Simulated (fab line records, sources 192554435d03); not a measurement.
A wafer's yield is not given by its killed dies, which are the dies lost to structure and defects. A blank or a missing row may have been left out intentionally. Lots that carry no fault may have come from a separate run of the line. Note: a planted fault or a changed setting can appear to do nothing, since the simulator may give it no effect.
Struck lot and sound lot, side by side | flow n5Finfet | 39 steps out of a route of 1938
Sound: wafers L936.1, L936.4, L936.6. Wafers L945.3, L945.4, L945.6 were the ones struck. The cause is named last.
Order at every step that has rows: each side's tool, ch and its chambers, its first start. Under that, the readings that differ: sound wafers | struck wafers | difference of the means | sigmas: that difference in standard deviations of wafers without a fault.
alike: readings with means less than 2 such deviations apart, plus words and numbers identical on both sides. not compared: withheld readings, readings lacking a value on some wafer, bounds such as >300 that could conceal the same value, and numbers that have no deviation in the record and whose values overlap.
The two part at a step that has a row with sigmas, a row that says differs or no value, or rows on one side only. Numbers that don't overlap but have no deviation are shown without sigmas and don't part them. A reading that every wafer of one side lacks parts them only if that side has two wafers or more.

first, 9 steps without rows for these wafers: N5_BEOL_M4_ANNEAL_95 (time 240 s); N5_BEOL_M4_SPUTTER_96 (material Cu, target thk 4.5 nm, time 8.29 s); N5_BEOL_M4_ECD_50 (material Cu, target thk 300 nm); N5_BEOL_M4_ANNEAL_51 (time 90 s); N5_BEOL_M4_CMP_52 (polishes, stops on SiOC, t overpolish 6.8 s, target thk 40 nm); N5_BEOL_M4_PRE_CLEAN_60 (time 15 s); N5_BEOL_M4_CO_CAP_55 (material Co, precursor CCTBA/H2, target thk 2 nm, time 102.1 s); N5_BEOL_M4_PRE_CLEAN_56 (time 15 s); N5_BEOL_M4_DEP_57 (deposits SiCN from 3MS/NH3, target thk 8 nm, time 14 s).
N5_BEOL_M4_RC_MEAS_101:
  sound on prober-02 ch 0, day 11 06:02; struck on prober-02 ch 0, day 13 19:40
  alike: DIBL_N, DIBL_P, IOFF_N, IOFF_P, ION_N, ION_P, SS_N, SS_P, VT_N, VT_P
then, 24 steps without rows for these wafers: N5_BEOL_M5_ILD_DEP_00 (deposits SiCOH lowk from DEMS/porogen, target thk 140.64 nm, time 25.9 s); N5_BEOL_M5_CURE_79 (cures SiCOH lowk, time 240 s); N5_BEOL_M5_PECVD_70 (deposits SiO2 from TEOS/O2, target thk 16 nm, time 18 s); N5_BEOL_M5_HM_DEP_02 (deposits TiN, target thk 20 nm); N5_BEOL_M5_COAT_59 (time 60 s, resist thk 60 nm); N5_BEOL_M5_COAT_60 (time 60 s, resist thk 12 nm); N5_BEOL_M5_COAT_71 (time 60 s, resist thk 5 nm); N5_BEOL_M5_COAT_05 (resist thk 30 nm); N5_BEOL_M5_EBR_07; N5_BEOL_M5_SOFTBAKE_06 (time 60 s); N5_BEOL_M5_EXPOSE_08 (exposes mask M5, target cd 28 nm); N5_BEOL_M5_PEB_09 (peb time 60 s); N5_BEOL_M5_DEVELOP_10 (develop time 30 s); N5_BEOL_M5_DESCUM_16 (chemistry O2, time 7 s); N5_BEOL_M5_ETCH_72 (etches underlayer in N2/H2, target depth 6.5 nm, time 5.2 s); N5_BEOL_M5_ETCH_61 (etches SiARC in CF4, target depth 15.6 nm, time 26 s); N5_BEOL_M5_ETCH_62 (etches SOC in N2/H2, target depth 75 nm, overetch 15 nm, time 112.5 s); N5_BEOL_M5_STRIP_63 (strips in N2/H2); N5_BEOL_M5_STRIP_73 (strips in N2/H2); N5_BEOL_M5_STRIP_64 (strips in CF4); N5_BEOL_M5_HM_OPEN_17 (chemistry Cl2/BCl3, target TiN, target depth 20 nm, overetch 6 nm); N5_BEOL_M5_STRIP_19 (strips in O2); N5_BEOL_M5_COAT_65 (time 60 s, resist thk 60 nm); N5_BEOL_M5_COAT_66 (time 60 s, resist thk 12 nm).
N5_BEOL_M8_CMP_52: polishes, stops on SiCOH lowk, t overpolish 6.9 s, target thk 80 nm.
  sound on cmp-03 ch 1,2, day 12 18:02; struck on cmp-03 ch 1,2,3, day 15 12:12
  no value came back on the struck wafers for any of 7 readings (barrierFieldEndpointS (s), clearingPlatenDownForcePsi (psi) and others); on the sound wafers barrierFieldEndpointS (s) reads 29.8 29.5 29.7
reading                                   | sound        | struck        | difference | sigmas
model.Cu_of_BEOL_M8_ECD_50.thkNm (nm)     | 81.4 82 80.8 | 300 300 301.8 | +219       | 
model.SiO2_of_BEOL_M8_PECVD_70.thkNm (nm) | 0 0 0        | 19.6 20 20.2  | +19.9      | 
N5_BEOL_M8_THK_MEAS_53: measures by xrf.
  sound on filmMetro-02, day 12 18:20; struck on filmMetro-02, day 15 12:30
reading     | sound          | struck            | difference | sigmas
M8_THK (nm) | 80.2 80.4 79.5 | 294.3 295.3 298.5 | +216.0     | +99 or more
N5_BEOL_M8_RS_MEAS_57: a four-point-probe measurement.
  sound on filmMetro-01, day 12 18:28; struck on filmMetro-02, day 15 12:38
reading        | sound             | struck            | difference | sigmas
M8_RS (ohm/sq) | 0.280 0.278 0.283 | 0.065 0.064 0.064 | -0.216     | -26
N5_BEOL_M8_INSPECT_58: inspects for defects (darkfield).
  sound on defectInspect-02, day 12 18:29; struck on defectInspect-01, day 15 12:39
reading        | sound    | struck         | difference | sigmas
rawDefectCount | 44 76 93 | 1167 1044 1187 | +1062      | +51
then, 1 step without rows for these wafers: N5_PASSIVATION_PROBE_49.

WHERE THEY PART
First at N5_BEOL_M8_CMP_52; last, within this record, at N5_BEOL_M8_INSPECT_58.

WHY: what the simulator had put in
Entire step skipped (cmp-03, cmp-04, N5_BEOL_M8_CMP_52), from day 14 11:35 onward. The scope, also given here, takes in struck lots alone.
